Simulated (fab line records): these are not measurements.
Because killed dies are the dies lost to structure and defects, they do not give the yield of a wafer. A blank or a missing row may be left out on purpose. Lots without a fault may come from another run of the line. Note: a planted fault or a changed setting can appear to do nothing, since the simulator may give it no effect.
Comparing a struck lot with a sound one + flow n5-finfet + 20 out of 1938 route steps
Sound: these wafers, L236.1, L236.3, L236.6. Struck: wafer L244.4 (left out: L244.1, L244.3 of the same lot, which were not struck); the cause appears at the end.
Each step with rows lists, per side, the tool, then ch with its chambers, then its first start. Under that, the readings that differ: sound wafers + struck wafers + difference of the means + sigmas: that difference in standard deviations of wafers without a fault.
alike: readings with means less than 2 such deviations apart, plus words and numbers identical on both sides. not compared: withheld readings, readings lacking a value on some wafer, bounds such as >300 that could conceal the same value, and numbers that have no deviation in the record and whose values overlap.
Wherever a step has rows on one side only, a row that says differs or no value, or a row with sigmas, the two part there. Numbers that have no deviation but don't overlap get no sigmas and don't part them. Lack of a reading on every wafer of one side parts them only where that side has two or more wafers.

first, 6 steps without rows for these wafers: N5_BEOL_M0_SAQP_COAT_34 (resist thk 30 nm); N5_BEOL_M0_SAQP_EBR_36; N5_BEOL_M0_SAQP_SOFTBAKE_35 (time 60 s); N5_BEOL_M0_SAQP_EXPOSE_37 (exposes mask M0 CUT1, target cd 30 nm); N5_BEOL_M0_SAQP_PEB_38 (peb time 60 s); N5_BEOL_M0_SAQP_DEVELOP_39 (develop time 30 s).
N5_BEOL_M0_SAQP_CD_MEAS_40: the cd target is 30 nm.
  sound on cd-sem-02 ch 0, day 7 08:44; struck on cd-sem-03 ch 0, day 9 04:32
  alike: cd-nm
N5_BEOL_M0_SAQP_OVL_MEAS_41:
  sound on overlay-01 ch 0, day 7 08:46; struck on overlay-01 ch 0, day 9 04:34
  alike: M0_CUT1_OVL
N5_BEOL_M0_SAQP_INSPECT_42: inspects for defects (brightfield).
  sound: defect-inspect-02 at day 7 08:50; struck: defect-inspect-02 at day 9 04:37
  alike: raw-defect-count
N5_BEOL_M0_SAQP_DESCUM_45: chemistry O2, time 7 s.
  sound on rie-diel-05 ch 1,2,3, day 7 08:52; struck on rie-diel-05 ch 0, day 9 04:39
  alike: drypump-motor-current-A, oes-product-au, rf-vpp-V, showerhead-plenum-p-Torr, throttle-valve-pct
  not compared: rf-hours-counter-h
N5_BEOL_M0_SAQP_ETCH_88: etches underlayer in N2/H2, target depth 6.5 nm, time 5.2 s.
  sound on rie-diel-05 ch 1,2,3, day 7 08:54; struck on rie-diel-05 ch 0, day 9 04:41
| reading               | sound          | struck | difference | sigmas |
|-----------------------|----------------|--------|------------|--------|
| oes-product-au (a.u.) | 0.61 0.61 0.61 | 0.71   | +0.10      | +2     |
  alike: drypump-motor-current-A, etch-rf-on-time-s, rf-vpp-V, showerhead-plenum-p-Torr, throttle-valve-pct
  not compared: rf-hours-counter-h
N5_BEOL_M0_SAQP_ETCH_73: etches SiARC in CF4, target depth 19.5 nm, time 32.5 s.
  sound on rie-diel-05 ch 1,2,3, day 7 08:55; struck on rie-diel-05 ch 0, day 9 04:42
| reading               | sound          | struck | difference | sigmas |
|-----------------------|----------------|--------|------------|--------|
| oes-product-au (a.u.) | 0.61 0.62 0.61 | 0.72   | +0.11      | +2     |
  alike: drypump-motor-current-A, etch-rf-on-time-s, rf-vpp-V, showerhead-plenum-p-Torr, throttle-valve-pct
  not compared: rf-hours-counter-h
N5_BEOL_M0_SAQP_CUT_ETCH_46: etches SOC in N2/H2, target depth 135 nm, overetch 27 nm, time 202.5 s.
  sound on rie-diel-05 ch 1,2,3, day 7 08:57; struck on rie-diel-05 ch 0, day 9 04:44
| reading                                         | sound          | struck | difference | sigmas |
|-------------------------------------------------|----------------|--------|------------|--------|
| model.SiARC_of_BEOL_M0_SAQP_COAT_72.thk-nm (nm) | 4.8 5.6 5      | 8.4    | +3.3       |        |
| model.BEOL_M0_SAQP.cd-nm (nm)                   | 29.8 29.8 29.6 | 28     | -2         |        |
  alike: drypump-motor-current-A, rf-vpp-V, showerhead-plenum-p-Torr, throttle-valve-pct
  not compared: rf-hours-counter-h
then, 2 steps without rows for these wafers: N5_BEOL_M0_SAQP_STRIP_74 (strips in N2/H2); N5_BEOL_M0_SAQP_STRIP_89 (strips in N2/H2).
N5_BEOL_M0_SAQP_ALD_48: deposits SiO2, target thk 20 nm, pulse time 1 s, co reactant pulse time 1 s.
  sound on ald-sin-04 ch 1,2, day 7 09:09; struck on ald-sin-01 ch 0, day 9 05:18
  alike: heater-power-outer-w, heater-power-w, precursor-pulse-height-rel
N5_BEOL_M0_SAQP_ETCH_49: etches SiO2 in CF4/O2, target depth 37 nm.
  sound on rie-diel-05 ch 0,1,2, day 7 09:41; struck on rie-diel-01 ch 3, day 9 05:58
| reading                       | sound          | struck | difference | sigmas |
|-------------------------------|----------------|--------|------------|--------|
| model.BEOL_M0_SAQP.cd-nm (nm) | 29.8 29.6 29.4 | 28     | -2         |        |
  alike: drypump-motor-current-A, oes-product-au, rf-vpp-V, showerhead-plenum-p-Torr, throttle-valve-pct
  not compared: rf-hours-counter-h
N5_BEOL_M0_SAQP_STRIP_75: strips in CF4.
  sound on rie-diel-05 ch 0,1,2, day 7 09:47; struck on rie-diel-01 ch 3, day 9 06:04
| reading      | sound             | struck | difference | sigmas |
|--------------|-------------------|--------|------------|--------|
| rf-vpp-V (V) | 268.9 272.2 273.0 | 268.0  | -3.4       | -2     |
  alike: drypump-motor-current-A, oes-product-au, showerhead-plenum-p-Torr, throttle-valve-pct
  not compared: rf-hours-counter-h
N5_BEOL_M4_RC_MEAS_101:
  sound on prober-01 ch 0, day 9 12:20; struck on prober-02 ch 0, day 11 04:02
| reading       | sound       | struck | difference | sigmas |
|---------------|-------------|--------|------------|--------|
| ION_P (uA/um) | 449 455 457 | 476    | +22        | +3     |
| VT_N (mV)     | 252 254 249 | 243    | -9         | -3     |
  alike: DIBL_N, DIBL_P, IOFF_N, IOFF_P, ION_N, SS_N, SS_P, VT_P
-- a jump in the record: the struck wafers' starts before and after are 5 days apart (it breaks off in module BEOL_M4 and resumes in module PASSIVATION, where the first step shown is number 1936 of the route) --
N5_PASSIVATION_PROBE_49:
  record: rows for the struck wafers here (prober-02, day 15 22:19), none for the sound ones

WHERE THEY PART
Last at N5_PASSIVATION_PROBE_49 as far as this record goes, first at N5_BEOL_M0_SAQP_ETCH_88.

WHY: what had been put in by the simulator
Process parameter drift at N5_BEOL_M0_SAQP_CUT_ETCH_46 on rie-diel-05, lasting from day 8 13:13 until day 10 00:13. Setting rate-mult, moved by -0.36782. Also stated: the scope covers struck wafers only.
